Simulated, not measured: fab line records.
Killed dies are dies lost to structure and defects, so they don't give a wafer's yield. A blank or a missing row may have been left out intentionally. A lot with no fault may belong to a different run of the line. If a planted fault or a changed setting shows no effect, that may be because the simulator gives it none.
One fault through the eyes of 2 desks -- flow n5-finfet -- only its own numbers are on each desk; what lay behind them is given at the end

## FOR THE TOOL OWNER'S DESK: implanter-01
For each lot that ran on this tool, the mean over its sampled wafers that have a number, from the tool's own readings at N5_WELL_APT_IMPLANT_15. If a lot's mean is further than 4 standard deviations from the usual mean, the lot is out of limits and carries the mark OUT (the distance appears in the brackets).
Columns: A = dose-ions-cm2 at N5_WELL_APT_IMPLANT_15, usual 1.5e+13; B = end-station-pressure-torr at N5_WELL_APT_IMPLANT_15, usual 5.17e-06 Torr; C = faraday-current-uA at N5_WELL_APT_IMPLANT_15, usual 190
lot,first seen here,A,B,C
L226,day 2 20:11,1.5e+13,5.30e-06,190
L227,day 3 02:08,1.5e+13,5.10e-06,191
L229,day 3 14:26,1.5e+13,5.33e-06,190
L230,day 3 20:11,1.5e+13,5.06e-06,190
L232,day 4 07:58,1.5e+13,5.38e-06,187
L234,day 4 21:03,8.8e+12 (-99 or more) OUT,5.16e-06,112 (-21) OUT
L239,day 6 02:32,8.8e+12 (-99 or more) OUT,5.09e-06,111 (-21) OUT
This desk's verdict: out of limits on L234, L239, starting with L234 at day 4 21:03 (dose-ions-cm2 at N5_WELL_APT_IMPLANT_15). Within limits: L226, L227, L229, L230, L232.

## FROM THE METROLOGY DESK
Means of the sampled wafers that have a number, per lot and without regard to the tool the lot ran on: this is what the gauges read. If a lot's mean is further than 4 standard deviations from the usual mean, the lot is out of limits and carries the mark OUT (the distance appears in the brackets). Of its 12 readings 7 are shown: the one that was out of limits first, and those that lie furthest out on some lot.
Columns: A = NWELL_OVL at N5_WELL_APT_OVL_MEAS_09, usual -3 nm; B = CJ_P at N5_BEOL_M4_RC_MEAS_101, usual 5.82; C = DIBL_N at N5_BEOL_M4_RC_MEAS_101, usual 36.5 mV/V; D = DIBL_P at N5_BEOL_M4_RC_MEAS_101, usual 36.6 mV/V; E = SS_N at N5_BEOL_M4_RC_MEAS_101, usual 71.6 mV/dec; F = SS_P at N5_BEOL_M4_RC_MEAS_101, usual 73.4 mV/dec; G = VT_P at N5_BEOL_M4_RC_MEAS_101, usual -250 mV
lot,first seen here,A,B,C,D,E,F,G
L226,day 2 19:43,-9,5.82,37.5,38.2,71.6,73.9,-252
L227,day 3 01:43,-5,5.71,36.0,36.0,71.6,73.3,-246
L229,day 3 13:43,5,5.95,36.8,37.6,71.7,73.7,-244
L230,day 3 19:37,3,5.87,36.9,34.8,71.2,73.0,-250
L232,day 4 07:36,-1,5.76,39.5,39.8,72.5,74.7,-251
L234,day 4 20:29,-0,4.45 (-11) OUT,36.9,37.7,71.7,73.8,-253
L235,day 5 01:45,-10,5.80,36.4,36.9,71.3,73.7,-248
L239,day 6 02:06,0,4.49 (-11) OUT,36.2,38.9,71.8,73.9,-251
L244,day 7 07:46,1,5.81,36.7,36.3,71.9,73.6,-251
Per this desk, out of limits: L234, L239; the first was L234, day 11 17:27 (CJ_P at N5_BEOL_M4_RC_MEAS_101). Within limits: L226, L227, L229, L230, L232, L235, L244.

## BROUGHT TOGETHER
The tool owner's desk could have raised an alarm at day 4 21:03, on L234, L239.
Metrology desk: alarm possible at day 11 17:27 on L234, L239.
Every lot named ran N5_WELL_APT_IMPLANT_15 on implanter-01.

## WHAT THE SIMULATOR PUT IN
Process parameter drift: implanter-01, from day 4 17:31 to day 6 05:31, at N5_WELL_APT_IMPLANT_15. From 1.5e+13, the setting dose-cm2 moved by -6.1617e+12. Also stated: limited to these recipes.
Shown lots that were struck: L234, L239.
Fault start to first reading out of limits, in hours, per desk: tool owner, 4; metrology, 168.
